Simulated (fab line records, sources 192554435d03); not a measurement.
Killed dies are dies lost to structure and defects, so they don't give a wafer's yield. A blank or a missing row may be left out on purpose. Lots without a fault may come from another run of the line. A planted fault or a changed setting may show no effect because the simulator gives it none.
Which tool did it? | flow n5_finfet | 11 lots, 32 wafers sampled, at 5 steps of a route of 1938

WHAT THE GAUGES READ, wafer by wafer
N5_BEOL_M4_RC_MEAS_101. Usual: DIBL_N 36.6 mV/V, standard deviation 2.1; DIBL_P 36.5 mV/V, standard deviation 2.7; IOFF_N 0.17 nA/um, standard deviation 0.043; IOFF_P 0.22 nA/um, standard deviation 0.045; ION_N 674 uA/um, standard deviation 17; ION_P 461 uA/um, standard deviation 9.9; SS_N 71.7 mV/dec, standard deviation 0.79; SS_P 73.4 mV/dec, standard deviation 0.79; VT_N 249 mV, standard deviation 4; VT_P -250 mV, standard deviation 3.3.
lot  | measured     | on        | DIBL_N (mV/V)  | DIBL_P (mV/V)  | IOFF_N (nA/um) | IOFF_P (nA/um) | ION_N (uA/um) | ION_P (uA/um) | SS_N (mV/dec)  | SS_P (mV/dec)  | VT_N (mV)   | VT_P (mV)      | flag
L762 | day 8 20:52  | prober-01 | 33.1 34.9 38.3 | 33.5 36.1 39.8 | 0.10 0.14 0.22 | 0.14 0.18 0.24 | 647 658 696   | 443 454 469   | 70.5 71.3 72.1 | 71.6 73.0 73.2 | 258 252 244 | -256 -254 -251 |
L763 | day 8 23:49  | prober-02 | 37.2 31.8 34.4 | 35.6 30.3 34.2 | 0.18 0.10 0.14 | 0.23 0.16 0.21 | 672 658 681   | 466 458 475   | 71.4 69.4 70.2 | 73.3 72.2 73.3 | 247 253 250 | -248 -252 -249 |
L764 | day 9 02:56  | prober-02 | 40.5 37.7 38.3 | 39.4 35.1 37.4 | 0.23 0.17 0.20 | 0.26 0.19 0.23 | 695 676 693   | 463 454 464   | 73.2 72.8 72.4 | 74.4 73.9 73.9 | 247 250 248 | -250 -254 -248 |
L767 | day 9 23:44  | prober-02 | 39.5 39.0 37.1 | 41.3 40.2 36.6 | 0.25 0.25 0.20 | 0.30 0.30 0.23 | 692 689 687   | 469 468 465   | 73.0 72.0 72.0 | 74.9 74.1 73.9 | 244 242 248 | -246 -245 -246 |
L773 | day 11 02:28 | prober-02 | 35.8 35.8 36.0 | 35.8 36.8 34.5 | 0.15 0.16 0.15 | 0.18 0.19 0.17 | 688 660 671   | 468 452 451   | 72.0 71.7 72.4 | 73.0 73.8 73.3 | 251 247 252 | -252 -252 -252 |
L774 | day 11 10:14 | prober-01 | 34.9 35.6 36.1 | 33.3 34.0 35.9 | 0.14 0.16 0.15 | 0.17 0.19 0.21 | 683 686 680   | 465 470 467   | 71.6 71.4 71.4 | 72.3 72.0 73.3 | 252 248 251 | -248 -248 -246 |
L776 | day 11 13:39 | prober-02 | 34.3 39.3 37.2 | 33.8 40.0 37.4 | 0.13 0.23 0.18 | 0.17 0.26 0.22 | 665 699 682   | 460 466 461   | 71.2 72.1 71.0 | 74.0 74.0 73.3 | 250 242 248 | -251 -248 -249 |
L780 | day 12 03:50 | prober-01 | 37.2 38.0 35.6 | 37.6 39.5 34.8 | 0.17 0.20 0.15 | 0.22 0.25 0.18 | 658 682 673   | 452 465 455   | 71.1 72.1 71.3 | 74.0 73.7 73.8 | 250 245 251 | -249 -248 -250 |
L779 | day 12 11:46 | prober-02 | 37.5 36.2      | 37.3 36.1      | 0.21 0.18      | 0.22 0.20      | 678 699       | 460 469       | 71.7 71.6      | 73.9 73.4      | 244 246     | -250 -250      |
L781 | day 12 18:49 | prober-01 | 37.2 36.0 37.9 | 37.7 36.6 38.2 | 0.18 0.17 0.19 | 0.24 0.23 0.24 | 699 678 664   | 478 465 456   | 72.0 71.1 72.0 | 73.5 73.3 73.2 | 247 246 245 | -246 -247 -249 |
L785 | day 14 08:18 | prober-02 | 38.0 37.7 35.5 | 35.3 35.8 33.8 | 0.19 0.16 0.14 | 0.20 0.20 0.17 | 693 654 680   | 467 445 472   | 72.9 71.8 71.3 | 73.4 73.4 73.6 | 246 251 251 | -252 -252 -252 |

WHICH TOOL RAN EACH LOT (tool, then ch and the chambers of the sampled wafers, then the start)
lot  | N5_BEOL_M1_ANNEAL_87         | N5_BEOL_M1_ANNEAL_89         | N5_BEOL_M1_ANNEAL_93         | N5_BEOL_M2_PECVD_72
L762 | pvd_sputter-01, day 7 13:55  | pvd_sputter-01, day 7 14:08  | pvd_sputter-01, day 7 14:34  | pecvd-01 ch 0,2, day 7 16:10
L763 | pvd_sputter-02, day 7 19:01  | pvd_sputter-02, day 7 19:14  | pvd_sputter-02, day 7 19:41  | pecvd-04 ch 0,2, day 7 21:17
L764 | pvd_sputter-01, day 7 19:37  | pvd_sputter-01, day 7 19:50  | pvd_sputter-01, day 7 20:16  | pecvd-01 ch 0,1,2, day 7 22:02
L767 | pvd_sputter-02, day 8 00:32  | pvd_sputter-02, day 8 00:46  | pvd_sputter-02, day 8 01:12  | pecvd-01 ch 0,2, day 8 02:47
L773 | pvd_sputter-02, day 9 17:39  | pvd_sputter-02, day 9 17:52  | pvd_sputter-02, day 9 18:19  | pecvd-04 ch 0,1, day 9 19:53
L774 | pvd_sputter-02, day 9 21:02  | pvd_sputter-02, day 9 21:15  | pvd_sputter-02, day 9 21:41  | pecvd-01 ch 0,1, day 9 23:17
L776 | pvd_sputter-01, day 10 08:50 | pvd_sputter-01, day 10 09:04 | pvd_sputter-01, day 10 09:30 | pecvd-04 ch 2, day 10 11:05
L780 | pvd_sputter-01, day 10 17:38 | pvd_sputter-01, day 10 17:51 | pvd_sputter-01, day 10 18:17 | pecvd-01 ch 0,1, day 10 19:56
L779 | pvd_sputter-01, day 10 20:19 | pvd_sputter-01, day 10 20:32 | pvd_sputter-01, day 10 20:58 | pecvd-03 ch 1,2, day 10 22:39
L781 | pvd_sputter-01, day 11 07:49 | pvd_sputter-01, day 11 08:02 | pvd_sputter-01, day 11 08:28 | pecvd-03 ch 0,1, day 11 10:04
L785 | pvd_sputter-02, day 12 10:02 | pvd_sputter-02, day 12 10:15 | pvd_sputter-02, day 12 10:41 | pecvd-04 ch 0,1,2, day 12 12:20
- N5_BEOL_M1_ANNEAL_87: time 240 s.
- N5_BEOL_M1_ANNEAL_89: time 240 s.
- N5_BEOL_M1_ANNEAL_93: time 240 s.
- N5_BEOL_M2_PECVD_72: deposits SiO2 from TEOS/O2, target thk 16 nm, time 18 s.

WHAT THE TOOLS THEMSELVES READ (means of the sampled wafers that have a number; where no wafer has one, the mark that the record gives instead)
N5_BEOL_M1_ANNEAL_87. Usual: heater_power_w 863 W, standard deviation 130.
lot  | tool           | heater_power_w (W) | flag
L762 | pvd_sputter-01 | 911                |
L763 | pvd_sputter-02 | 837                |
L764 | pvd_sputter-01 | 918                |
L767 | pvd_sputter-02 | 806                |
L773 | pvd_sputter-02 | 822                |
L774 | pvd_sputter-02 | 813                |
L776 | pvd_sputter-01 | 950                |
L780 | pvd_sputter-01 | 1054               |
L779 | pvd_sputter-01 | 822                |
L781 | pvd_sputter-01 | 954                |
L785 | pvd_sputter-02 | 817                |

N5_BEOL_M1_ANNEAL_89. Usual: heater_power_w 862 W, standard deviation 130.
lot  | tool           | heater_power_w (W) | flag
L762 | pvd_sputter-01 | 909                |
L763 | pvd_sputter-02 | 827                |
L764 | pvd_sputter-01 | 930                |
L767 | pvd_sputter-02 | 813                |
L773 | pvd_sputter-02 | 821                |
L774 | pvd_sputter-02 | 809                |
L776 | pvd_sputter-01 | 959                |
L780 | pvd_sputter-01 | 1046               |
L779 | pvd_sputter-01 | 830                |
L781 | pvd_sputter-01 | 945                |
L785 | pvd_sputter-02 | 801                |

N5_BEOL_M1_ANNEAL_93. Usual: heater_power_w 860 W, standard deviation 120.
lot  | tool           | heater_power_w (W) | flag
L762 | pvd_sputter-01 | 919                |
L763 | pvd_sputter-02 | 820                |
L764 | pvd_sputter-01 | 917                |
L767 | pvd_sputter-02 | 799                |
L773 | pvd_sputter-02 | 826                |
L774 | pvd_sputter-02 | 812                |
L776 | pvd_sputter-01 | 943                |
L780 | pvd_sputter-01 | 1041               |
L779 | pvd_sputter-01 | 808                |
L781 | pvd_sputter-01 | 952                |
L785 | pvd_sputter-02 | 809                |

N5_BEOL_M2_PECVD_72. Usual: heater_power_w 745 W, standard deviation 98; showerhead_plenum_p_Torr 8.81 Torr, standard deviation 0.055; susceptor_temp_C 400.01 C, standard deviation 0.24; throttle_valve_pct 22.4 %, standard deviation 1.3.
lot  | tool     | heater_power_w (W) | showerhead_plenum_p_Torr (Torr) | susceptor_temp_C (C) | throttle_valve_pct (%) | flag
L762 | pecvd-01 | 760                | 8.75                            | 400.04               | 22.0                   |
L763 | pecvd-04 | 696                | 8.85                            | 400.05               | 22.9                   |
L764 | pecvd-01 | 682                | 8.77                            | 399.78               | 22.0                   |
L767 | pecvd-01 | 694                | 8.72                            | 400.06               | 22.2                   |
L773 | pecvd-04 | 751                | 8.85                            | 403.94               | 24.3                   | OFF
L774 | pecvd-01 | 709                | 8.79                            | 400.02               | 22.1                   |
L776 | pecvd-04 | 786                | 8.78                            | 404.15               | 22.1                   | OFF
L780 | pecvd-01 | 699                | 8.76                            | 400.03               | 22.3                   |
L779 | pecvd-03 | 806                | 8.83                            | 400.21               | 20.9                   |
L781 | pecvd-03 | 850                | 8.85                            | 399.77               | 22.3                   |
L785 | pecvd-04 | 690                | 8.84                            | 400.06               | 23.5                   |

THE ANSWER, worked out from the rows above alone
Rule: a lot is off if the mean of its wafers that have a number lies more than 3 standard deviations from the usual mean. A lot without any number at a reading at which 4 lots or more have one is off too. The other lots that the step has rows for count as sound. The gauges are gone through in route order, then the tools' own readings, and for those a lot's mean is taken as printed above. The first step at which some lot is off is used, and at that step the reading that is off furthest; a lot without a number counts as furthest.
Off: L773, L776, at N5_BEOL_M2_PECVD_72 (susceptor_temp_C).
A tool fits if, at that step or a process step before it, it ran every lot that is off, and no sound lot after the first of them. None of those tried fits.

WHAT THE SIMULATOR HAD PUT IN
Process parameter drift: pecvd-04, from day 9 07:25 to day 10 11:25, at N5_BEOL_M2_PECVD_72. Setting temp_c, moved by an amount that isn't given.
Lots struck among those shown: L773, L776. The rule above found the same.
